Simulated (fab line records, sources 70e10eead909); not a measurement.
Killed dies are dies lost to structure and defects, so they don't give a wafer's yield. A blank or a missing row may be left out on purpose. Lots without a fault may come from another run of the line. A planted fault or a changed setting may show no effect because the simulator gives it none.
fab line records | flow nand_harc
record lots=6 wafers=18 last_day=23
route steps=1159 shown A_SOURCE_PLATE@416 A_ONON_D1@424 END@1159
lots that met no fault: from a run of the same line without faults
start_h: hours from the record's first day to the start of the lot's first wafer shown | wait_h: hours since the lot's step before | " the same as in the row above | L1.1+2: a row that stands for several wafers | - no value, or no start given | * or withheld: withheld | < > ~ a bound
route shown NAME@n: a module of which the file shows steps, and the number in the route of the first | usual: mean/standard deviation of fault-free wafers | same: alike in all rows | chamber/n: place in a boat | sites: the reading at each site | _std_site: their standard deviation | _edge_site: outer sites' mean less inner sites' | radius_mm: how far each site lies from the wafer's centre | mask NAME#n: copy n | behind: the tool/chamber that last shaped the wafer | hold: why the lot was held/for how many hours/how that ended | device: the transistor (n, p or np) that didn't switch | end of line: the same wafers' tests at the end of the route | a step without rows: its recipe alone | killed: dies lost to structure and defects at the first sort, not the wafer's yield | map: a wafer's dies, x killed, . not, _ none there
set.NAME: the setting as run; set.NAME@STEP: as run at that earlier step | model.NAME: the simulator's own value behind a step, which no gauge read
lots at some steps of the route; a table a step, a row a wafer
services: from which hour (start_h, from the record's first day; less than 0 if before it) a tool's chamber was out of use, for how many hours, and why
## steps
# step NHARC_A_SOURCE_PLATE_THK_MEAS_09
# recipe thk_meas_gauge=ellipsometry
# usual thk_nm=9.7/0.99
# columns lot.wafer tool chamber start_h wait_h thk_nm
L604.2 film_metro-02 - 152.28 0.4 9.9
L604.3 " - " " 9.4
L604.5 " - " " 9.8
L603.3 film_metro-01 - 156.96 0.4 10.2
L603.4 " - " " 9.7
L603.6 " - " " 10.1
L617.1 film_metro-02 - 236.10 0.4 10.0
L617.5 " - " " 10.7
L617.6 " - " " 10.1
L620.1 film_metro-01 - 252.63 0.4 9.9
L620.2 " - " " 9.8
L620.4 " - " " 9.1
L618.3 film_metro-02 - 252.63 0.4 10.4
L618.4 " - " " 8.9
L618.5 " - " " 8.8
L619.2 film_metro-01 - 252.64 0.4 9.4
L619.4 " - " " 9.2
L619.6 " - " " 8.4
# step NHARC_A_SOURCE_PLATE_PVD_04
# recipe target_thk_a=500 material=WSi2
# step NHARC_A_SOURCE_PLATE_CVD_03
# recipe target_thk_a=2000 temp_c=620 pressure_mtorr=200 time_s=4000 material=poly-Si
# step NHARC_A_SOURCE_PLATE_ANNEAL_05
# recipe temp_c=850 time_s=1800
# step NHARC_A_SOURCE_PLATE_THK_MEAS_06
# recipe thk_meas_gauge=ellipsometry
# usual thk_nm=200.3/2.2
# columns lot.wafer tool chamber start_h wait_h thk_nm
L604.2 film_metro-02 - 168.89 0.4 201.3
L604.3 " - " " 200.4
L604.5 " - " " 204.4
L603.3 film_metro-01 - 168.89 0.4 202.1
L603.4 " - " " 204.6
L603.6 " - " " 204.2
L617.1 film_metro-01 - 248.98 0.4 198.5
L617.5 " - " " 199.2
L617.6 " - " " 202.7
L620.1 film_metro-02 - 265.79 0.4 198.6
L620.2 " - " " 199.7
L620.4 " - " " 200.7
L618.3 film_metro-01 - 265.80 0.4 201.0
L618.4 " - " " 197.7
L618.5 " - " " 198.8
L619.2 film_metro-01 - 265.80 0.4 203.4
L619.4 " - " " 204.1
L619.6 " - " " 205.3
# step NHARC_A_SOURCE_PLATE_INSPECT_08
# usual raw_defect_count=57/25
# columns lot.wafer tool chamber start_h wait_h raw_defect_count
L604.2 defect_inspect-01 - 168.96 0.0 41
L604.3 " - " " 89
L604.5 " - " " 40
L603.3 defect_inspect-02 - 168.96 0.0 51
L603.4 " - " " 28
L603.6 " - " " 53
L617.1 defect_inspect-02 - 249.06 0.0 46
L617.5 " - " " 64
L617.6 " - " " 80
L620.1 defect_inspect-01 - 265.86 0.0 84
L620.2 " - " " 48
L620.4 " - " " 92
L618.3 defect_inspect-02 - 265.86 0.0 46
L618.4 " - " " 106
L618.5 " - " " 61
L619.2 defect_inspect-02 - 265.86 0.0 33
L619.4 " - " " 35
L619.6 " - " " 86
# step NHARC_A_ONON_D1_DEP_00
# recipe target_thk_a=10000 n2_flow_sccm=2750 n2o_flow_sccm=2000 nh3_flow_sccm=500 sih4_flow_sccm=210 temp_c=400
# step NHARC_A_ONON_D1_THK_MEAS_02
# recipe thk_meas_gauge=ellipsometry
# usual thk_nm=1001/9.9
# columns lot.wafer tool chamber start_h wait_h thk_nm
L603.3 film_metro-02 - 169.56 - 1005
L603.4 " - " " 1003
L603.6 " - " " 1005
L604.2 film_metro-01 - 169.56 - 1006
L604.3 " - " " 1005
L604.5 " - " " 1006
L617.1 film_metro-02 - 249.76 - 1030
L617.5 " - " " 1029
L617.6 " - " " 1030
L620.1 film_metro-01 - 266.44 - 1013
L620.2 " - " " 1012
L620.4 " - " " 1012
L619.2 film_metro-02 - 266.44 - 996
L619.4 " - " " 993
L619.6 " - " " 995
L618.3 film_metro-01 - 266.44 - 1005
L618.4 " - " " 1005
L618.5 " - " " 1007
# step NHARC_A_ONON_D1_DEP_03
# recipe target_thk_a=10000 n2_flow_sccm=2750 n2o_flow_sccm=2000 nh3_flow_sccm=500 sih4_flow_sccm=210 temp_c=400
# step NHARC_A_ONON_D1_THK_MEAS_05
# recipe thk_meas_gauge=ellipsometry
# usual thk_nm=1001/10
# columns lot.wafer tool chamber start_h wait_h thk_nm
L603.3 film_metro-02 - 170.13 - 988
L603.4 " - " " 989
L603.6 " - " " 988
L604.2 film_metro-01 - 170.13 - 988
L604.3 " - " " 985
L604.5 " - " " 988
L617.1 film_metro-02 - 250.32 - 1000
L617.5 " - " " 1000
L617.6 " - " " 998
L619.2 film_metro-02 - 267.00 - 1008
L619.4 " - " " 1008
L619.6 " - " " 1007
L620.1 film_metro-01 - 267.00 - 1000
L620.2 " - " " 1001
L620.4 " - " " 1000
L618.3 film_metro-02 - 267.01 - 1008
L618.4 " - " " 1008
L618.5 " - " " 1008
# step NHARC_A_ONON_D1_DEP_06
# recipe target_thk_a=10000 n2_flow_sccm=2750 n2o_flow_sccm=2000 nh3_flow_sccm=500 sih4_flow_sccm=210 temp_c=400
# usual sih4_flow_sccm=210.0/0.63 susceptor_temp_C=399.98/0.2
# columns lot.wafer tool chamber start_h wait_h sih4_flow_sccm susceptor_temp_C
L604.2 pecvd_onon-02 0 170.24 0.1 211.0 399.96
L604.3 " 0 " " 211.0 399.88
L604.5 " 0 " " 210.2 399.70
L603.3 pecvd_onon-03 0 170.30 0.2 209.3 399.63
L603.4 " 0 " " 209.4 399.98
L603.6 " 0 " " 209.8 400.17
L617.1 pecvd_onon-02 0 250.39 0.1 209.4 400.11
L617.5 " 0 " " 209.2 400.07
L617.6 " 0 " " 209.0 400.11
L620.1 pecvd_onon-03 0 267.06 0.1 210.3 400.29
L620.2 " 0 " " 211.0 400.18
L620.4 " 0 " " 210.2 399.88
L619.2 pecvd_onon-01 0 267.12 0.1 210.4 399.93
L619.4 " 0 " " 210.5 399.93
L619.6 " 0 " " 210.5 399.75
L618.3 pecvd_onon-02 0 267.18 0.2 210.6 400.13
L618.4 " 0 " " 210.6 400.27
L618.5 " 0 " " 209.8 400.07
# step NHARC_A_ONON_D1_THK_MEAS_08
# recipe thk_meas_gauge=ellipsometry
# usual thk_nm=997/8.5
# columns lot.wafer tool chamber start_h wait_h thk_nm
L603.3 film_metro-01 - 170.69 - 979
L603.4 " - " " 979
L603.6 " - " " 979
L604.2 film_metro-02 - 170.70 - 1004
L604.3 " - " " 1002
L604.5 " - " " 1004
L617.1 film_metro-02 - 250.90 - 605
L617.5 " - " " 603
L617.6 " - " " 605
L618.3 film_metro-02 - 267.57 - 603
L618.4 " - " " 603
L618.5 " - " " 606
L619.2 film_metro-01 - 267.57 - 997
L619.4 " - " " 998
L619.6 " - " " 997
L620.1 film_metro-02 - 267.58 - 1006
L620.2 " - " " 1007
L620.4 " - " " 1004
# step NHARC_A_ONON_D1_DEP_09
# recipe target_thk_a=10000 n2_flow_sccm=2750 n2o_flow_sccm=2000 nh3_flow_sccm=500 sih4_flow_sccm=210 temp_c=400
# step NHARC_END_SORT_01
# recipe temp_c=25
# usual killed_at_array=27/10 killed_at_other=0.6/0.83 killed_at_periphery=2.4/1.8 killed_dies=30/10 killed_open=3.3/1.7 killed_short=1.8/1.4
# same gross_dies=677
# columns lot.wafer tool chamber start_h wait_h killed_at_array killed_at_other killed_at_periphery killed_dies killed_open killed_short
L617.1 prober-01 0 522.15 2.5 675 0 2 677 2 6
L617.5 prober-01 0 525.35 3.7 673 0 4 677 7 2
L617.6 prober-01 0 526.15 4.0 676 0 1 677 2 2
L618.3 prober-01 0 545.54 3.1 672 1 4 677 3 2
L618.4 prober-01 0 546.34 3.4 674 1 2 677 3 4
L618.5 prober-01 0 547.14 3.7 674 1 2 677 5 2
# killed by level:class
L617.1 A_ONON_D1:area_dep=639 A_SLIT:chamber_film_flake=17 A_CHANNEL_HOLE_D1:chamber_film_flake=5 A_STAIRCASE:chamber_film_flake=4 A_WL_FILL:geometric_particle:short=2 A_SGD_CUT:chamber_film_flake=2 P_STI:geometric_particle:short=1 A_CHANNEL_FILL_D1:geometric_particle:open=1
L617.5 A_ONON_D1:area_dep=631 A_SLIT:chamber_film_flake=18 A_STAIRCASE:chamber_film_flake=7 A_SGD_CUT:chamber_film_flake=6 A_CHANNEL_HOLE_D1:chamber_film_flake=3 A_CONTACT:chamber_film_flake=3 P_CONTACT:geometric_particle:open=2 P_STI:geometric_particle:open=1
L617.6 A_ONON_D1:area_dep=640 A_SLIT:chamber_film_flake=16 A_CHANNEL_HOLE_D1:chamber_film_flake=7 A_STAIRCASE:chamber_film_flake=4 A_CONTACT:chamber_film_flake=3 A_CHANNEL_FILL_D1:geometric_particle:short=1 A_CONTACT:geometric_particle:open=1 A_M0:geometric_particle:short=1
L618.3 A_ONON_D1:area_dep=655 A_STAIRCASE:chamber_film_flake=4 A_BLC:chamber_film_flake=4 A_CHANNEL_HOLE_D1:chamber_film_flake=3 A_CHANNEL_FILL_D1:geometric_particle:short=2 P_STI:chamber_film_flake=2 A_CONTACT:chamber_film_flake=2 P_M0:geometric_particle:open=1
L618.4 A_ONON_D1:area_dep=647 A_CHANNEL_HOLE_D1:chamber_film_flake=8 A_BLC:chamber_film_flake=8 A_STAIRCASE:chamber_film_flake=4 P_GATE:geometric_particle:short=1 P_GATE:geometric_particle:open=1 A_ONON_D1:geometric_particle:open=1 A_CHANNEL_HOLE_D1:geometric_particle:short=1
L618.5 A_ONON_D1:area_dep=654 A_CHANNEL_HOLE_D1:chamber_film_flake=5 A_STAIRCASE:chamber_film_flake=4 A_BLC:chamber_film_flake=3 A_CONTACT:geometric_particle:open=2 A_CONTACT:chamber_film_flake=2 P_M0:geometric_particle:open=1 P_M0:geometric_particle:short=1
# map L617.1 (x killed, . not)
____________x____________
_________xxxxxxx_________
_______xxxxxxxxxxx_______
______xxxxxxxxxxxxx______
_____xxxxxxxxxxxxxxx_____
____xxxxxxxxxxxxxxxxx____
____xxxxxxxxxxxxxxxxx____
___xxxxxxxxxxxxxxxxxxx___
___xxxxxxxxxxxxxxxxxxx___
__xxxxxxxxxxxxxxxxxxxxx__
__xxxxxxxxxxxxxxxxxxxxx__
_xxxxxxxxxxxxxxxxxxxxxxx_
_xxxxxxxxxxxxxxxxxxxxxxx_
_xxxxxxxxxxxxxxxxxxxxxxx_
_xxxxxxxxxxxxxxxxxxxxxxx_
_xxxxxxxxxxxxxxxxxxxxxxx_
xxxxxxxxxxxxxxxxxxxxxxxxx
xxxxxxxxxxxxxxxxxxxxxxxxx
xxxxxxxxxxxxxxxxxxxxxxxxx
xxxxxxxxxxxxxxxxxxxxxxxxx
xxxxxxxxxxxxxxxxxxxxxxxxx
_xxxxxxxxxxxxxxxxxxxxxxx_
_xxxxxxxxxxxxxxxxxxxxxxx_
_xxxxxxxxxxxxxxxxxxxxxxx_
_xxxxxxxxxxxxxxxxxxxxxxx_
_xxxxxxxxxxxxxxxxxxxxxxx_
__xxxxxxxxxxxxxxxxxxxxx__
__xxxxxxxxxxxxxxxxxxxxx__
___xxxxxxxxxxxxxxxxxxx___
___xxxxxxxxxxxxxxxxxxx___
____xxxxxxxxxxxxxxxxx____
____xxxxxxxxxxxxxxxxx____
_____xxxxxxxxxxxxxxx_____
______xxxxxxxxxxxxx______
_______xxxxxxxxxxx_______
_________xxxxxxx_________
____________x____________
# map L618.3 (x killed, . not)
____________x____________
_________xxxxxxx_________
_______xxxxxxxxxxx_______
______xxxxxxxxxxxxx______
_____xxxxxxxxxxxxxxx_____
____xxxxxxxxxxxxxxxxx____
____xxxxxxxxxxxxxxxxx____
___xxxxxxxxxxxxxxxxxxx___
___xxxxxxxxxxxxxxxxxxx___
__xxxxxxxxxxxxxxxxxxxxx__
__xxxxxxxxxxxxxxxxxxxxx__
_xxxxxxxxxxxxxxxxxxxxxxx_
_xxxxxxxxxxxxxxxxxxxxxxx_
_xxxxxxxxxxxxxxxxxxxxxxx_
_xxxxxxxxxxxxxxxxxxxxxxx_
_xxxxxxxxxxxxxxxxxxxxxxx_
xxxxxxxxxxxxxxxxxxxxxxxxx
xxxxxxxxxxxxxxxxxxxxxxxxx
xxxxxxxxxxxxxxxxxxxxxxxxx
xxxxxxxxxxxxxxxxxxxxxxxxx
xxxxxxxxxxxxxxxxxxxxxxxxx
_xxxxxxxxxxxxxxxxxxxxxxx_
_xxxxxxxxxxxxxxxxxxxxxxx_
_xxxxxxxxxxxxxxxxxxxxxxx_
_xxxxxxxxxxxxxxxxxxxxxxx_
_xxxxxxxxxxxxxxxxxxxxxxx_
__xxxxxxxxxxxxxxxxxxxxx__
__xxxxxxxxxxxxxxxxxxxxx__
___xxxxxxxxxxxxxxxxxxx___
___xxxxxxxxxxxxxxxxxxx___
____xxxxxxxxxxxxxxxxx____
____xxxxxxxxxxxxxxxxx____
_____xxxxxxxxxxxxxxx_____
______xxxxxxxxxxxxx______
_______xxxxxxxxxxx_______
_________xxxxxxx_________
____________x____________
## services
# columns tool chamber start_h hours kind
pecvd_onon-03 - 153.25 13.0 pm
pecvd_onon-01 - 195.12 13.0 pm
## key
first_sign step=NHARC_A_ONON_D1_THK_MEAS_08 reading=thk_nm direction=down sigmas=46 usual=997 struck=604
effect step=NHARC_END_SORT_01 reading=killed_at_array direction=up sigmas=63 usual=27 struck=674
more_kills_born_at NHARC_A_ONON_D1_DEP_06@pecvd_onon-02=3866
met_at NHARC_A_ONON_D1_DEP_06
struck_wafers L617.1,L617.5,L617.6,L618.3,L618.4,L618.5
later_rows_left_out L617.1,L617.5,L617.6,L618.3,L618.4,L618.5
tester_left_out L617,L618
onset_between 170.24 250.39
fault kind=process_parameter_drift tool=pecvd_onon-02 chamber=- onset_h=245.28 steps=NHARC_A_ONON_D1_DEP_06 channel=target_thk_a offset=* shape=step end_h=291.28 acts_in=* stated=*
# tester_left_out: of these lots the tester's yield and bins aren't shown, on N5 and GAA mostly nor the transistor test; their killed dies are dies lost to structure and defects alone, not to doping, threshold or leakage, so they don't give the yield
# later_rows_left_out: the simulator's readings of these wafers behind a module that went badly wrong aren't trusted and aren't shown, but for the sort
